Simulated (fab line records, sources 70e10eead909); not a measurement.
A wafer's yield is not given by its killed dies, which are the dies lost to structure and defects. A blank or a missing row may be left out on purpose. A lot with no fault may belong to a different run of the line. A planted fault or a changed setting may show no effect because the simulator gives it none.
Struck lot and sound lot, side by side / flow nandHarc / 14 out of 1159 route steps
Sound: the wafers L730.1, L730.4, L730.5. Struck: wafer L748.5 (left out: L748.2, a lot-mate that was not struck); the cause follows at the end.
Per side, at each step with rows, come the tool, then ch with its chambers, and then its first start. Under that, the readings that differ: sound wafers / struck wafers / difference of the means / sigmas: that difference in standard deviations of wafers without a fault.
alike: readings with means less than 2 such deviations apart, plus words and numbers identical on both sides. not compared: withheld readings, readings lacking a value on some wafer, bounds such as >300 that could conceal the same value, and numbers that have no deviation in the record and whose values overlap.
A row with sigmas, a row that says differs or no value, or rows on one side alone: a step with any of these is where the two part. When numbers do not overlap yet have no deviation, they are printed without sigmas and do not part them. A reading that every wafer of one side lacks parts them only if that side has two wafers or more.

first, 9 steps without rows for these wafers: NHARC_A_STAIRCASE_DEHYDRATE_281 (time 120 s); NHARC_A_STAIRCASE_HMDS_282 (time 30 s); NHARC_A_STAIRCASE_COAT_283; NHARC_A_STAIRCASE_SOFTBAKE_284 (time 170 s); NHARC_A_STAIRCASE_EBR_285; NHARC_A_STAIRCASE_EXPOSE_286 (exposes mask CHOP 100); NHARC_A_STAIRCASE_PEB_287 (peb time 130 s); NHARC_A_STAIRCASE_DEVELOP_288 (time 140 s); NHARC_A_STAIRCASE_HARDBAKE_290 (time 140 s).
NHARC_A_STAIRCASE_DESCUM_291: chemistry O2, time 3 s.
  sound on rieDiel-01 ch 0,1, day 11 21:18; struck on rieDiel-01 ch 0, day 15 20:09
reading=throttleValvePct (%); sound=11.309 11.304 11.305; struck=11.328; difference=+0.022; sigmas=+2
  alike: drypumpMotorCurrentA, oesProductAu, rfVppV, showerheadPlenumPTorr
  not compared: rfHoursCounterH
NHARC_A_STAIRCASE_ETCH_292: etches the open film in CF4/CHF3.
  sound on rieDiel-01 ch 0,1,2, day 11 21:23; struck on rieDiel-01 ch 3, day 15 20:16
  alike: drypumpMotorCurrentA, oesProductAu, rfVppV, showerheadPlenumPTorr, throttleValvePct
  not compared: rfHoursCounterH
NHARC_A_STAIRCASE_HM_OPEN_460: chemistry O2/COS.
  sound on rieDiel-01 ch 0,1,2, day 11 21:34; struck on rieDiel-01 ch 2, day 15 20:31
reading=oesProductAu (a.u.); sound=0.998 0.996 1.001; struck=0.932; difference=-0.066; sigmas=-11
  alike: cosFlowSccm, drypumpMotorCurrentA, rfVppV, showerheadPlenumPTorr, throttleValvePct
  not compared: rfHoursCounterH
then, 1 step without rows for these wafers: NHARC_A_STAIRCASE_STRIP_461 (strips in O2/COS).
-- the record jumps here: 8 days lie between the struck wafers' starts before and after (it left off in module A_STAIRCASE and takes up again in module END, whose first step shown is number 1159 of the route) --
NHARC_END_SORT_01:
  sound on prober-01 ch 0, day 19 17:59; struck on prober-02 ch 0, day 24 07:01
reading=killedAtArray; sound=20 15 18; struck=661; difference=+643; sigmas=+87
reading=killedDies; sound=22 18 20; struck=668; difference=+648; sigmas=+81
  alike: killedAtOther, killedAtPeriphery, killedOpen, killedShort

## WHERE THEY PART
At NHARC_A_STAIRCASE_DESCUM_291 first; at NHARC_END_SORT_01 last (within this record only).

WHY: what the simulator had put in
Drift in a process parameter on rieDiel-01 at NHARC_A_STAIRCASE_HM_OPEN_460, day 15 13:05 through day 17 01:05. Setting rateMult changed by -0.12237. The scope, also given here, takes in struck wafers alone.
